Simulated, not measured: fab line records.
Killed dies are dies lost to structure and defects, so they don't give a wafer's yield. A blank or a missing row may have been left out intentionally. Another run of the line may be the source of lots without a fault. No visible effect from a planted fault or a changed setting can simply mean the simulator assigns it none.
fab line records	flow nand-harc	part 1 of 2: steps 1 to 4 of 6
record: lots: 21	wafers: 63	last-day: 33
route steps=1302 shown A_STAIRCASE@677
lots untouched by any fault: they come from a run of this same line in which no faults occurred
start-h: hours from the record's first day to the start of the lot's first wafer shown	wait-h: how many hours have passed since the lot's step before this one	" unchanged from the row above	L1.1+2: several wafers, shown together as one row	- no value present, or no start provided	* or withheld: withheld	< > ~ a bound
route shown NAME@n: a module of which the file shows steps, and the number in the route of the first	usual: average and standard deviation across the fault-free wafers	same: alike in all rows	chamber/n: place in a boat	sites: each site's reading	_std_site: their standard deviation	_edge_site: the outer-site mean with the inner-site mean subtracted	radius-mm: how far each site lies from the wafer's centre	mask NAME#n: copy n	behind: tool/chamber where the wafer was last shaped	hold: why the lot went on hold/how many hours it stayed there/how the hold came to an end	device: the transistor (n, p or np) that didn't switch	end of line: tests run on the same wafers once the route is complete	step lacking rows: just its recipe	killed: at the first sort, the dies lost to defects and structure; wafer yield is something else	map: per-die view of a wafer (x killed, . not killed, _ where there is no die)
set.NAME: the setting as run; set.NAME@STEP: as run at that earlier step	model.NAME: the simulator's own value behind a step, which no gauge read
one table for each step of the route and one row for each wafer, over a sample of lots
services: the hour from which a tool's chamber was out of use, counted from the record's first day as start-h (under 0 if before that day), plus the number of hours and why
== steps ==
step: NHARC_A_STAIRCASE_TRIM_20
recipe: time-s: 211.2	o2-flow-sccm: 500	ar-flow-sccm: 0	bias-w: 0	chemistry: O2
usual: chamber-pressure-mTorr: 60.00/0.053	drypump-motor-current-A: 5.9/0.43	oes-product-au: 0.998/0.0092	rf-vpp-V: 57.9/0.9	showerhead-plenum-p-Torr: 3.58/0.19	throttle-valve-pct: 17.035/0.0092
lot.wafer	tool	chamber	start-h	wait-h	chamber-pressure-mTorr	drypump-motor-current-A	oes-product-au	rf-hours-counter-h	rf-vpp-V	showerhead-plenum-p-Torr	throttle-valve-pct
L075.3	rie-diel-03	3	348.23	0.1	59.98	6.6	0.971	19	58.4	3.80	17.033
L075.1	"	0	"	"	59.92	5.6	1.009	15	56.5	3.32	17.042
L075.2	"	1	"	"	59.90	6.1	1.005	20	56.6	3.30	17.037
L074.3	rie-diel-03	0	354.55	0.1	59.96	5.7	1.000	17	57.8	3.32	17.027
L074.1	"	3	"	"	60.04	6.6	0.980	22	56.9	3.80	17.040
L074.4	"	0	"	"	59.97	5.6	0.999	-	56.9	3.32	17.028
L076.2	rie-diel-07	0	379.30	0.1	59.97	6.0	0.996	32	58.3	3.66	17.038
L076.5	"	3	"	"	60.01	6.1	0.985	-	58.2	3.64	17.036
L076.6	"	0	"	"	60.02	6.0	0.986	-	58.2	3.66	17.024
L077.2	rie-diel-03	1	387.21	0.1	59.98	6.1	1.002	34	57.5	3.29	17.026
L077.3	"	3	"	"	59.98	6.7	0.992	33	58.7	3.79	17.034
L077.5	"	1	"	"	60.02	6.1	0.999	-	56.9	3.29	17.050
L079.3	rie-diel-07	0	395.35	0.1	60.02	5.9	1.000	36	57.4	3.66	17.025
L079.2	"	3	"	"	60.08	6.1	0.983	25	56.9	3.64	17.037
L079.5	"	0	"	"	60.01	5.9	0.989	-	59.2	3.66	17.030
L081.2	rie-diel-05	1	418.73	0.1	60.01	5.5	0.992	2	57.5	3.37	17.021
L081.1	"	2	"	"	59.99	6.2	0.996	2	57.4	3.77	17.027
L081.5	"	2	"	"	59.89	6.2	0.985	-	59.6	3.77	17.045
L080.1	rie-diel-03	1	421.99	0.1	59.94	6.1	0.997	47	56.9	3.28	17.034
L080.3	"	1	"	"	59.91	6.1	1.010	-	57.2	3.28	17.030
L080.6	"	2	"	"	60.09	6.1	1.012	-	56.8	3.77	17.013
L082.1	rie-diel-05	2	429.19	0.1	60.03	6.2	0.986	5	58.8	3.77	17.043
L082.2	"	0	"	"	60.03	4.7	0.990	7	57.8	3.60	17.030
L082.6	"	2	"	"	60.07	6.2	0.984	-	58.9	3.77	17.047
L083.1	rie-diel-07	1	429.44	0.1	60.00	5.8	1.000	51	57.9	3.78	17.051
L083.3	"	2	"	"	60.04	5.7	0.998	52	57.9	3.30	17.047
L083.5	"	0	"	"	59.93	5.9	0.994	-	58.4	3.65	17.048
L084.4	rie-diel-07	3	460.47	0.2	59.98	6.1	0.990	40	58.1	3.63	17.046
L084.6	"	1	"	"	60.03	5.8	1.008	-	57.9	3.77	17.030
L084.5	"	2	"	"	59.86	5.7	0.993	-	56.9	3.30	17.027
L086.1	rie-diel-07	3	480.33	0.1	59.96	6.1	0.986	0	57.9	3.62	17.037
L086.3	"	0	"	"	59.92	6.0	0.998	0	58.1	3.65	17.027
L086.6	"	3	"	"	59.95	6.1	0.998	-	57.9	3.62	17.023
L087.4	rie-diel-05	0	486.66	0.1	60.02	4.7	1.015	23	57.9	3.59	17.032
L087.2	"	1	"	"	59.99	5.5	0.999	18	57.8	3.36	17.043
L087.5	"	0	"	"	60.05	4.7	1.006	-	58.6	3.59	17.029
L089.3	rie-diel-07	3	494.00	0.1	59.95	6.1	0.993	3	57.9	3.62	17.045
L089.1	"	0	"	"	60.07	5.9	1.003	3	58.5	3.64	17.031
L089.5	"	1	"	"	59.93	5.8	0.999	-	58.7	3.77	17.045
L088.4	rie-diel-05	0	496.77	0.1	59.98	4.7	1.007	25	57.6	3.59	17.042
L088.3	"	3	"	"	59.90	5.3	0.988	24	57.8	3.56	17.043
L088.5	"	0	"	"	60.09	4.7	1.010	-	58.2	3.59	17.058
L090.1	rie-diel-05	3	510.26	0.1	59.99	5.3	0.998	31	59.2	3.56	17.035
L090.4	"	0	"	"	60.02	4.7	1.002	33	57.3	3.59	17.010
L090.5	"	2	"	"	59.98	6.2	0.976	-	59.1	3.76	17.037
L092.1	rie-diel-07	3	523.28	0.1	59.91	6.1	0.999	15	59.0	3.62	17.039
L092.4	"	0	"	"	59.98	5.9	0.990	12	57.8	3.64	17.028
L092.5	"	1	"	"	60.00	5.8	1.003	-	59.2	3.76	17.013
L091.4	rie-diel-05	2	524.50	0.1	59.97	6.2	0.985	39	57.3	3.75	17.027
L091.2	"	3	"	"	60.09	5.3	1.001	36	58.1	3.55	17.032
L091.5	"	2	"	"	60.06	6.2	0.981	-	58.9	3.75	17.027
L093.1	rie-diel-07	1	552.45	0.1	60.00	5.8	0.995	27	57.9	3.75	17.020
L093.4	"	2	"	"	60.00	5.7	1.001	25	55.2	3.28	17.028
L093.5	"	1	"	"	59.92	5.8	1.008	-	57.6	3.75	17.036
L095.2	rie-diel-03	3	560.34	0.1	59.91	6.6	1.004	31	57.5	3.76	17.019
L095.3	"	0	"	"	59.96	5.7	0.986	28	58.3	3.29	17.035
L095.6	"	1	"	"	60.03	6.1	0.988	-	58.6	3.79	17.030
L094.4	rie-diel-07	3	564.10	0.1	60.08	6.1	1.016	32	58.2	3.61	17.033
L094.2	"	0	"	"	60.11	5.9	1.003	28	57.4	3.63	17.048
L094.1	"	1	"	"	60.00	5.8	0.999	31	58.7	3.75	17.032
L097.3	rie-diel-07	3	572.03	0.1	59.96	6.1	0.994	37	58.6	3.60	17.040
L097.4	"	0	"	"	60.07	5.9	0.986	33	58.1	3.63	17.029
L097.6	"	2	"	"	59.88	5.7	1.002	-	57.6	3.28	17.031
step: NHARC_A_STAIRCASE_ETCH_21
recipe: target-depth-a: 1000	time-s: 40.5	ion-energy-ev: 400	c4f8-flow-sccm: 20	o2-flow-sccm: 10	ar-flow-sccm: withheld	rf-w: 600	bias-w: 1000	chemistry: C4F8/O2
usual: chamber-pressure-mTorr: 25.002/0.024	oes-product-au: 0.954/0.015	rf-vpp-V: 898/7.2
lot.wafer	tool	chamber	start-h	wait-h	chamber-pressure-mTorr	oes-product-au	rf-hours-counter-h	rf-vpp-V
L075.3	rie-diel-03	1	-	-	24.979	0.948	21	888
L075.1	"	3	"	"	25.000	0.937	19	904
L075.2	"	0	"	"	24.997	0.945	15	890
L074.3	rie-diel-03	1	-	-	24.975	0.956	23	887
L074.1	"	0	"	"	25.003	0.962	18	888
L074.4	"	1	"	"	25.001	0.956	-	887
L076.2	rie-diel-07	0	-	-	25.007	0.936	32	900
L076.6	"	1	"	"	25.008	0.953	-	906
L076.5	"	2	"	"	25.015	0.964	-	887
L077.3	rie-diel-03	3	-	-	24.977	0.941	33	904
L077.2	"	1	"	"	25.023	0.946	34	887
L077.5	"	2	"	"	24.969	0.949	-	903
L079.2	rie-diel-07	2	-	-	24.987	0.967	36	888
L079.3	"	3	"	"	25.062	0.961	25	901
L079.5	"	1	"	"	24.987	0.968	-	904
L081.2	rie-diel-05	3	-	-	25.047	0.940	2	898
L081.1	"	0	"	"	24.976	0.935	2	899
L081.5	"	2	"	"	24.983	0.925	-	905
L080.1	rie-diel-03	2	422.33	0.3	25.023	0.960	23	905
L080.3	"	2	"	"	24.997	0.959	-	906
L080.6	"	2	"	"	24.983	0.963	-	905
L082.1	rie-diel-05	1	-	-	24.978	0.959	7	891
L082.2	"	0	"	"	24.994	0.965	7	898
L082.6	"	2	"	"	24.994	0.944	-	904
L083.3	rie-diel-07	1	-	-	24.971	0.947	51	905
L083.1	"	2	"	"	24.998	0.951	52	888
L083.5	"	1	"	"	24.985	0.952	-	905
L084.4	rie-diel-07	2	-	-	24.991	0.929	59	886
L084.5	"	3	"	"	25.016	0.940	-	900
L084.6	"	0	"	"	25.014	0.923	-	901
L086.3	rie-diel-07	1	-	-	25.013	0.996	0	904
L086.1	"	2	"	"	25.000	0.962	0	886
L086.6	"	0	"	"	24.997	0.969	-	901
L087.2	rie-diel-05	0	-	-	25.045	0.968	23	897
L087.4	"	2	"	"	24.995	0.974	23	905
L087.5	"	0	"	"	24.960	0.967	-	898
L089.3	rie-diel-07	2	-	-	25.027	0.956	3	886
L089.1	"	0	"	"	25.041	0.978	3	900
L089.5	"	3	"	"	24.960	0.972	-	899
L088.3	rie-diel-05	0	-	-	25.042	0.942	25	899
L088.4	"	3	"	"	25.058	0.949	24	897
L088.5	"	1	"	"	24.989	0.952	-	891
L090.1	rie-diel-05	3	-	-	24.977	0.943	31	896
L090.4	"	0	"	"	24.987	0.951	33	898
L090.5	"	2	"	"	25.027	0.934	-	905
L092.1	rie-diel-07	1	-	-	24.993	0.969	18	903
L092.4	"	2	"	"	25.005	0.956	15	888
L092.5	"	0	"	"	24.984	0.982	-	900
L091.4	rie-diel-05	1	-	-	25.003	0.958	35	890
L091.2	"	3	"	"	25.002	0.946	36	897
L091.5	"	1	"	"	25.000	0.955	-	889
L093.4	rie-diel-07	0	-	-	25.007	0.935	22	900
L093.1	"	2	"	"	25.026	0.939	25	885
L093.5	"	0	"	"	25.006	0.933	-	900
L095.3	rie-diel-03	3	-	-	24.988	0.958	31	905
L095.2	"	0	"	"	25.005	0.942	28	887
L095.6	"	0	"	"	24.989	0.945	-	886
L094.1	rie-diel-07	0	-	-	25.022	0.966	28	899
L094.2	"	1	"	"	24.999	0.977	31	903
L094.4	"	2	"	"	24.991	0.974	29	885
L097.3	rie-diel-07	1	-	-	25.004	0.976	35	904
L097.4	"	3	"	"	25.024	0.960	37	899
L097.6	"	1	"	"	24.998	0.977	-	904
step: NHARC_A_STAIRCASE_ETCH_27
recipe: target-depth-a: 1000	time-s: 40.5	ion-energy-ev: 400	c4f8-flow-sccm: 20	o2-flow-sccm: 10	ar-flow-sccm: withheld	rf-w: 600	bias-w: 1000	chemistry: C4F8/O2
usual: chamber-pressure-mTorr: 25.00/0.041	oes-product-au: 0.943/0.012	rf-vpp-V: 897/7.2
lot.wafer	tool	chamber	start-h	wait-h	chamber-pressure-mTorr	oes-product-au	rf-hours-counter-h	rf-vpp-V
L075.3	rie-diel-03	3	-	-	24.98	0.927	20	906
L075.1	"	0	"	"	24.97	0.948	15	886
L075.2	"	1	"	"	24.99	0.947	21	887
L074.3	rie-diel-03	0	-	-	24.99	0.956	18	888
L074.1	"	3	"	"	25.01	0.940	22	904
L074.4	"	0	"	"	24.97	0.958	-	889
L076.2	rie-diel-07	0	-	-	25.05	0.937	32	899
L076.5	"	0	"	"	25.02	0.941	-	900
L076.6	"	1	"	"	24.99	0.941	-	906
L077.2	rie-diel-03	0	-	-	25.01	0.928	29	888
L077.3	"	2	"	"	25.00	0.947	11	906
L077.5	"	1	"	"	24.97	0.915	-	886
L079.3	rie-diel-07	3	-	-	24.99	0.930	26	899
L079.2	"	1	"	"	24.97	0.942	34	906
L079.5	"	1	"	"	25.00	0.948	-	905
L081.1	rie-diel-05	0	-	-	24.96	0.936	2	898
L081.2	"	2	"	"	25.01	0.940	2	904
L081.5	"	0	"	"	25.00	0.931	-	898
L080.1	rie-diel-03	1	-	-	25.00	0.939	48	889
L080.3	"	1	"	"	25.00	0.943	-	887
L080.6	"	2	"	"	25.02	0.945	-	902
L082.1	rie-diel-05	2	-	-	25.00	0.917	6	905
L082.2	"	3	"	"	25.01	0.943	6	898
L082.6	"	2	"	"	25.04	0.924	-	904
L083.1	rie-diel-07	2	-	-	25.05	0.933	53	887
L083.3	"	0	"	"	25.05	0.929	49	901
L083.5	"	2	"	"	24.99	0.938	-	888
L084.4	rie-diel-07	2	-	-	25.01	0.930	60	887
L084.5	"	1	"	"	24.97	0.916	-	904
L084.6	"	2	"	"	24.99	0.915	-	888
L086.3	rie-diel-07	2	-	-	25.02	0.935	1	887
L086.1	"	3	"	"	24.99	0.947	1	899
L086.6	"	2	"	"	24.98	0.929	-	888
L087.2	rie-diel-05	1	-	-	25.01	0.933	19	890
L087.4	"	2	"	"	25.41	0.942	23	903
L087.5	"	0	"	"	24.98	0.946	-	899
L089.3	rie-diel-07	0	-	-	25.03	0.952	3	899
L089.1	"	1	"	"	25.03	0.956	4	905
L089.5	"	3	"	"	25.03	0.945	-	898
L088.3	rie-diel-05	2	-	-	25.02	0.942	25	904
L088.4	"	0	"	"	25.02	0.962	25	898
L088.5	"	2	"	"	25.02	0.928	-	905
L090.1	rie-diel-05	3	-	-	24.99	0.941	31	897
L090.4	"	0	"	"	25.01	0.973	33	898
L090.5	"	1	"	"	25.01	0.961	-	890
L092.4	rie-diel-07	2	-	-	24.99	0.938	16	887
L092.1	"	0	"	"	24.99	0.965	13	900
L092.5	"	2	"	"	25.01	0.931	-	888
L091.4	rie-diel-05	2	-	-	25.02	0.927	39	903
L091.2	"	0	"	"	25.02	0.937	38	897
L091.5	"	3	"	"	24.94	0.935	-	896
L093.4	rie-diel-07	2	-	-	24.98	0.937	26	888
L093.1	"	3	"	"	24.95	0.932	26	900
L093.5	"	2	"	"	25.03	0.934	-	886
L095.3	rie-diel-03	3	-	-	24.98	0.951	31	904
L095.2	"	0	"	"	24.97	0.960	29	887
L095.6	"	3	"	"	25.01	0.962	-	904
L094.2	rie-diel-07	0	-	-	25.03	0.942	28	900
L094.1	"	2	"	"	24.99	0.949	29	887
L094.4	"	3	"	"	24.98	0.964	32	899
L097.4	rie-diel-07	2	-	-	24.99	0.955	33	887
L097.3	"	1	"	"	24.99	0.957	35	902
L097.6	"	2	"	"	24.99	0.946	-	886
step: NHARC_A_STAIRCASE_ETCH_188
recipe: target-depth-a: 1000	time-s: 40.5	ion-energy-ev: 400	c4f8-flow-sccm: 20	o2-flow-sccm: 10	ar-flow-sccm: withheld	rf-w: 600	bias-w: 1000	chemistry: C4F8/O2
usual: chamber-pressure-mTorr: 25.003/0.025	oes-product-au: 0.942/0.013	rf-vpp-V: 898/7.3
lot.wafer	tool	chamber	start-h	wait-h	chamber-pressure-mTorr	oes-product-au	rf-hours-counter-h	rf-vpp-V
L075.1	rie-diel-03	0	-	-	25.015	0.958	16	889
L075.2	"	1	"	"	25.017	0.952	22	887
L075.3	"	3	"	"	24.987	0.926	20	906
L074.3	rie-diel-05	1	-	-	24.954	0.942	41	890
L074.1	"	2	"	"	25.002	0.944	41	906
L074.4	"	3	"	"	25.029	0.935	43	897
L076.2	rie-diel-05	2	-	-	24.976	0.961	47	903
L076.6	"	3	"	"	25.002	0.960	-	897
L076.5	"	0	"	"	24.995	0.944	-	899
L077.2	rie-diel-05	3	-	-	24.984	0.914	51	896
L077.3	"	1	"	"	25.001	0.923	51	889
L077.5	"	2	"	"	24.982	0.916	-	905
L079.2	rie-diel-03	3	-	-	24.986	0.929	36	906
L079.3	"	2	"	"	25.010	0.938	13	904
L079.5	"	3	"	"	25.058	0.930	-	904
L081.2	rie-diel-07	1	-	-	24.994	0.930	48	906
L081.1	"	0	"	"	24.964	0.918	45	902
L081.5	"	0	"	"	25.020	0.931	-	901
L080.3	rie-diel-07	2	-	-	25.058	0.924	50	887
L080.1	"	0	"	"	25.019	0.926	46	900
L080.6	"	0	"	"	25.017	0.924	-	902
L082.2	rie-diel-03	0	-	-	25.006	0.962	40	888
L082.1	"	1	"	"	25.010	0.939	51	887
L082.6	"	3	"	"	24.994	0.950	-	906
L083.3	rie-diel-07	2	-	-	25.009	0.930	53	888
L083.1	"	0	"	"	25.003	0.932	49	901
L083.5	"	0	"	"	24.980	0.934	-	901
L084.4	rie-diel-05	2	-	-	25.010	0.944	18	905
L084.5	"	1	"	"	25.025	0.938	-	889
L084.6	"	2	"	"	24.991	0.942	-	904
L086.3	rie-diel-07	3	-	-	24.979	0.952	1	899
L086.1	"	0	"	"	25.034	0.943	1	900
L086.6	"	3	"	"	25.006	0.950	-	900
L087.2	rie-diel-03	0	-	-	25.004	0.970	9	888
L087.4	"	2	"	"	25.028	0.946	7	904
L087.5	"	0	"	"	24.944	0.959	-	888
L089.3	rie-diel-03	3	-	-	25.044	0.946	12	905
L089.1	"	2	"	"	25.008	0.969	10	905
L089.5	"	0	"	"	25.033	0.933	-	887
L088.3	rie-diel-03	0	-	-	25.023	0.975	11	888
L088.4	"	3	"	"	25.005	0.954	13	904
L088.5	"	0	"	"	25.043	0.967	-	888
L090.1	rie-diel-07	2	-	-	25.036	0.923	13	888
L090.4	"	0	"	"	25.004	0.924	9	900
L090.5	"	2	"	"	25.014	0.930	-	888
L092.1	rie-diel-07	2	-	-	25.009	0.949	16	886
L092.4	"	0	"	"	24.981	0.933	13	899
L092.5	"	2	"	"	24.981	0.944	-	888
L091.2	rie-diel-07	0	-	-	24.951	0.955	13	901
L091.4	"	1	"	"	25.030	0.942	19	905
L091.5	"	3	"	"	25.027	0.943	-	899
L093.4	rie-diel-07	1	-	-	25.025	0.935	27	904
L093.1	"	3	"	"	25.019	0.956	26	899
L093.5	"	1	"	"	24.981	0.940	-	903
L095.3	rie-diel-03	3	-	-	25.003	0.949	31	905
L095.2	"	2	"	"	25.009	0.942	28	901
L095.6	"	0	"	"	25.008	0.964	-	886
L094.4	rie-diel-03	2	-	-	24.963	0.942	29	904
L094.1	"	3	"	"	25.019	0.937	33	904
L094.2	"	1	"	"	24.998	0.919	28	906
L097.3	rie-diel-03	2	-	-	25.017	0.949	32	904
L097.6	"	2	"	"	25.034	0.951	-	905
L097.4	"	3	"	"	24.990	0.943	-	902
